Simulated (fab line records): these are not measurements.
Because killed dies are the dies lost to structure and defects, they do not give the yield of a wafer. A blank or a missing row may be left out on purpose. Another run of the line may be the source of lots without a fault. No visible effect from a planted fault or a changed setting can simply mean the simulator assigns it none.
A lot that was struck, set against a sound lot    flow nandHarc    14 out of 1302 route steps
Sound: these wafers, L983.4, L983.5, L983.6. Struck: wafer L975.5 (L975.2, L975.6, from the same lot, were not struck and are left out); the cause is given at the end.
For every step that has rows: the tool of each side, followed by ch and its chambers, followed by its first start. Under that, the readings that differ: sound wafers    struck wafers    difference of the means    sigmas: that difference in standard deviations of wafers without a fault.
alike: readings whose means differ by less than 2 such deviations, and words and numbers that are the same on both sides. not compared: withheld readings, readings that some wafer has no value for, bounds like >300 that may hide the same value, and numbers for which the record gives no deviation and whose values overlap.
The two part at a step that has a row with sigmas, a row that says differs or no value, or rows on one side only. Numbers that have no deviation but don't overlap get no sigmas and don't part them. A reading that every wafer of one side lacks parts them only if that side has two wafers or more.

first, 7 steps without rows for these wafers: NHARC_A_BONDPAD_COAT_33 (time 65 s); NHARC_A_BONDPAD_COAT_03 (resist thk 600 nm); NHARC_A_BONDPAD_SOFTBAKE_04 (time 70 s); NHARC_A_BONDPAD_EBR_05; NHARC_A_BONDPAD_EXPOSE_06 (exposes mask A BPAD); NHARC_A_BONDPAD_PEB_07 (peb time 80 s); NHARC_A_BONDPAD_DEVELOP_08 (time 50 s).
NHARC_A_BONDPAD_CD_MEAS_09: target cd 500 nm.
  sound on cdSem-01 ch 0, day 31 09:01; struck on cdSem-03 ch 0, day 28 14:12
  alike: cdNm
NHARC_A_BONDPAD_OVL_MEAS_35:
  struck on overlay-01, day 28 14:17; sound on overlay-01, day 31 09:05
reading          sound        struck  difference  sigmas
overlayYNm (nm)  -13 -13 -13  1       +14         +2
  alike: overlayXNm
then, 1 step without rows for these wafers: NHARC_A_BONDPAD_HARDBAKE_10 (time 65 s).
NHARC_A_BONDPAD_DESCUM_11: chemistry O2, time 3 s.
  sound on rieDiel-04 ch 2,3, day 31 09:13; struck on rieDiel-02 ch 2, day 28 14:25
reading                       sound              struck  difference  sigmas
chamberPressureMTorr (mTorr)  59.96 59.92 59.95  59.82   -0.12       -2
  alike: drypumpMotorCurrentA, oesProductAu, rfVppV, showerheadPlenumPTorr, throttleValvePct
  not compared: rfHoursCounterH
NHARC_A_BONDPAD_ETCH_34: etches the open film in N2/H2, target depth 60 nm, overetch 18 nm, time 65.91 s.
  sound on rieDiel-04 ch 0,1,2, day 31 09:19; struck on rieDiel-02 ch 3, day 28 14:31
reading          sound              struck  difference  sigmas
rfFwdPowerW (W)  393.3 396.5 394.8  398.5   +3.6        +2
  alike: chamberPressureMTorr, drypumpMotorCurrentA, oesProductAu, rfVppV, showerheadPlenumPTorr, throttleValvePct
  not compared: rfHoursCounterH
NHARC_A_BONDPAD_ETCH_12: etches the open film in CHF3/O2, target depth 220 nm, time 110 s.
  sound on rieDiel-04 ch 1,2, day 31 09:23; struck on rieDiel-02 ch 0, day 28 14:35
reading              sound              struck  difference  sigmas
oesProductAu (a.u.)  0.977 0.975 0.971  0.880   -0.094      -4
rfFwdPowerW (W)      500.1 495.9 497.5  436.8   -61.0       -34
  alike: chamberPressureMTorr, drypumpMotorCurrentA, rfVppV, showerheadPlenumPTorr, throttleValvePct
  not compared: rfHoursCounterH
NHARC_A_BONDPAD_CD_MEAS_13:
  struck on cdSem-01, day 28 14:44; sound on cdSem-01, day 31 09:32
  alike: cdNm

## WHERE THEY PART
Earliest at NHARC_A_BONDPAD_OVL_MEAS_35; latest, in this record, at NHARC_A_BONDPAD_ETCH_12. Later steps at which nothing parts them and some readings are alike: NHARC_A_BONDPAD_CD_MEAS_13.

WHY: the cause the simulator had injected
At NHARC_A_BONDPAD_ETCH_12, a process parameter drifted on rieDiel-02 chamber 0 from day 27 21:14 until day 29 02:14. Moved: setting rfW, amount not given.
